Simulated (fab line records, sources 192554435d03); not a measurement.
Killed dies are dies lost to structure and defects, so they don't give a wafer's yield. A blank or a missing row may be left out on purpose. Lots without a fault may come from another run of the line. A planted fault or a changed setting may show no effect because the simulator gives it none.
fab line records | flow n5_finfet
record lots=7 wafers=39
route steps=1938 shown WELL_APT@32 DUMMY_GATE@228 SD_EPI_N@288 HKMG_FIN@403 MOL_CONTACT_COAG@535 BEOL_M4@1111
start_h: hours from the record's first day to the start of the lot's first wafer shown | wait_h: hours since the lot's step before | " the same as in the row above | L1.1+2: a row that stands for several wafers | - no value, or no start given | * or withheld: withheld | < > ~ a bound
route shown NAME@n: a module of which the file shows steps, and the number in the route of the first | usual: mean/standard deviation of fault-free wafers | same: alike in all rows | chamber/n: place in a boat | sites: the reading at each site | _std_site: their standard deviation | _edge_site: outer sites' mean less inner sites' | radius_mm: how far each site lies from the wafer's centre | mask NAME#n: copy n | behind: the tool/chamber that last shaped the wafer | hold: why the lot was held/for how many hours/how that ended | device: the transistor (n, p or np) that didn't switch | end of line: the same wafers' tests at the end of the route | a step without rows: its recipe alone | killed: dies lost to structure and defects at the first sort, not the wafer's yield | map: a wafer's dies, x killed, . not, _ none there
set.NAME: the setting as run; set.NAME@STEP: as run at that earlier step | model.NAME: the simulator's own value behind a step, which no gauge read
lots whose settings were changed on purpose; a table a step, a row a wafer
## steps
# step N5_WELL_APT_IMPLANT_14
# recipe species=P energy_kev=160 dose_cm2=1.5e+13 tilt_deg=0 rotation_deg=0
# step N5_DUMMY_GATE_EXPOSE_12
# recipe mask_id=GATE na=0.33 source_shape=annular sigma_inner=0.2 sigma_outer=0.6 polarization=unpolarized target_cd_nm=25 dose_mj=34
# step N5_DUMMY_GATE_ETCH_37
# recipe chemistry=N2/H2 target=SOC target_depth_a=600 overetch_a=300 temp_c=40 ion_energy_ev=200 pressure_mtorr=30 source_w=840 bias_w=150 n2_flow_sccm=200 h2_flow_sccm=200
# step N5_SD_EPI_N_EPI_21
# recipe material=Si:P dopant=P temp_c=680 pressure_torr=255 time_s=690
# step N5_HKMG_FIN_ETCH_55
# recipe chemistry=N2/H2 target=SOC target_depth_a=2400 temp_c=40 time_s=300 ion_energy_ev=200 mask_material=SiARC pressure_mtorr=30 source_w=840 bias_w=150 n2_flow_sccm=200 h2_flow_sccm=200
# step N5_HKMG_FIN_ETCH_31
# recipe chemistry=CF4 target=SiARC target_depth_a=455 mask_material=CAR-ArF time_s=75.8 ion_energy_ev=80 pressure_mtorr=40 source_w=545 bias_w=36 Ar_flow_sccm=100 cf4_flow_sccm=100 ends=cleared
# step N5_MOL_CONTACT_COAG_CONTACT_ETCH_14
# recipe chemistry=C4F6/O2 target=SiO2 target_depth_a=275 overetch_a=85 mask_material=SOC pressure_mtorr=30 source_w=370 bias_w=185 Ar_flow_sccm=300 C4F6_flow_sccm=16 O2_flow_sccm=10 time_s=20 ion_energy_ev=259.6
# step N5_MOL_CONTACT_COAG_ETCHBACK_134
# recipe chemistry=CHF3 target=SiO2 target_depth_a=100 time_s=6.7 ion_energy_ev=200 pressure_mtorr=30 source_w=610 bias_w=170 Ar_flow_sccm=200 CHF3_flow_sccm=50
# step N5_BEOL_M4_RC_MEAS_101
# usual RS_NWELL=1037/6.4 RS_SD_N=28.5/0.43
# columns lot.wafer tool chamber start_h wait_h set.energy_kev@WELL_APT_IMPLANT_14 set.dose_mj@DUMMY_GATE_EXPOSE_12 set.source_w@DUMMY_GATE_ETCH_37 set.temp_c@SD_EPI_N_EPI_21 set.time_s@HKMG_FIN_ETCH_55 set.bias_w@HKMG_FIN_ETCH_31 set.time_s@MOL_CONTACT_COAG_CONTACT_ETCH_14 set.target_depth_a@MOL_CONTACT_COAG_ETCHBACK_134 RS_NWELL[ohm/sq] RS_SD_N[ohm/sq]
L075.1 prober-02 0 177.68 0.0 160 34 840 682.6 250.9 38.42 17.13 107.3 1034 28.3
L075.2 " 0 " " 160 35.43 840 680 300 38.42 17.13 100 1044 29.1
L075.3 " 0 " " 168.3 35.43 840 680 250.9 36 20 100 1008 29.0
L075.4 " 0 " " 168.3 34 966.1 680 300 36 20 107.3 1006 29.1
L075.5 " 0 " " 168.3 34 966.1 682.6 250.9 36 17.13 100 1007 27.7
L075.6 " 0 " " 160 35.43 966.1 682.6 300 38.42 20 107.3 1050 28.0
L078.1 prober-02 0 197.47 0.0 160 34 779.7 680 300 38.22 20 100 1039 29.0
L078.2 " 0 " " 167.3 34 779.7 680 355.5 36 20 100 1017 28.3
L078.3 " 0 " " 160 34 840 680 355.5 36 20 106.8 1038 28.3
L078.4 " 0 " " 167.3 34 779.7 680 300 38.22 16.96 106.8 1016 28.3
L078.5 " 0 " " 160 34 840 680 355.5 38.22 16.96 106.8 1031 28.7
L078.6 " 0 " " 167.3 34 840 680 300 36 16.96 100 1013 29.1
L081.1 prober-02 0 205.37 0.0 142.1 34 840 680 262.2 33.18 20 112.4 1116 28.5
L081.2 " 0 " " 160 32.14 758 680 262.2 36 20 112.4 1040 28.7
L081.3 " 0 " " 160 34 758 680 300 36 21.28 100 1042 28.8
L081.4 " 0 " " 142.1 32.14 840 675.1 262.2 36 21.28 100 1113 30.6
L081.5 " 0 " " 160 34 840 675.1 300 33.18 21.28 112.4 1047 31.0
L081.6 " 0 " " 142.1 32.14 758 675.1 300 33.18 20 100 1119 30.6
L084.1 prober-02 0 230.13 0.0 160 34 840 680 300 36 20 100 1041 28.7
L084.2 " 0 " " 160 34 840 680 300 36 18.15 100 1043 29.1
L084.3 " 0 " " 169.3 34 840 680 241.6 36 18.15 100 1004 28.7
L084.4 " 0 " " 169.3 36.08 840 680 241.6 36 18.15 100 1009 28.6
L084.5 " 0 " " 160 36.08 840 680 241.6 36 20 100 1031 28.6
L084.6 " 0 " " 169.3 36.08 840 680 300 36 20 100 1012 29.0
L089.1 prober-02 0 259.83 0.0 151.1 32.7 840 677.9 246.3 36 20 100 1066 29.4
L089.2 " 0 " " 151.1 34 840 680 246.3 36 15.91 100 1066 28.3
L089.3 " 0 " " 160 34 840 677.9 246.3 39.12 15.91 100 1040 29.8
L089.4 " 0 " " 151.1 34 840 680 300 39.12 20 100 1066 28.3
L089.5 " 0 " " 160 32.7 840 677.9 300 39.12 15.91 100 1042 29.1
L089.6 " 0 " " 160 32.7 840 680 300 36 20 100 1038 28.7
L093.1 prober-01 0 283.97 0.0 160 34 840 680 300 36 20 100 1032 27.8
L093.3 " 0 " " 160 34 840 680 300 36 20 100 1031 28.3
L093.6 " 0 " " 160 34 840 680 300 36 20 100 1025 27.7
L097.1 prober-01 0 302.17 0.0 176 34 840 684.2 233.3 37.74 20 93.01 984 26.8
L097.2 " 0 " " 160 34 840 680 300 37.74 20 100 1026 28.1
L097.3 " 0 " " 176 34 840 680 300 36 24.76 93.01 1003 28.3
L097.4 " 0 " " 160 34 840 680 233.3 36 24.76 100 1049 28.4
L097.5 " 0 " " 160 34 840 684.2 233.3 36 20 93.01 1049 26.7
L097.6 " 0 " " 176 34 840 684.2 300 37.74 24.76 100 986 26.6
## key
split step=N5_WELL_APT_IMPLANT_14 setting=energy_kev stated_as=160
response step=N5_BEOL_M4_RC_MEAS_101 reading=RS_NWELL slope=-5.71 per=1% together_with=all explained=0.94
split step=N5_DUMMY_GATE_EXPOSE_12 setting=dose_mj stated_as=34
response none clear
split step=N5_DUMMY_GATE_ETCH_37 setting=source_w stated_as=840
response none clear
split step=N5_SD_EPI_N_EPI_21 setting=temp_c stated_as=680
response step=N5_BEOL_M4_RC_MEAS_101 reading=RS_SD_N slope=-2.81 per=1% together_with=all explained=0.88
split step=N5_HKMG_FIN_ETCH_55 setting=time_s stated_as=300
response none clear
split step=N5_HKMG_FIN_ETCH_31 setting=bias_w stated_as=36
response none clear
split step=N5_MOL_CONTACT_COAG_CONTACT_ETCH_14 setting=time_s stated_as=20
response none clear
split step=N5_MOL_CONTACT_COAG_ETCHBACK_134 setting=target_depth_a stated_as=100
response none clear
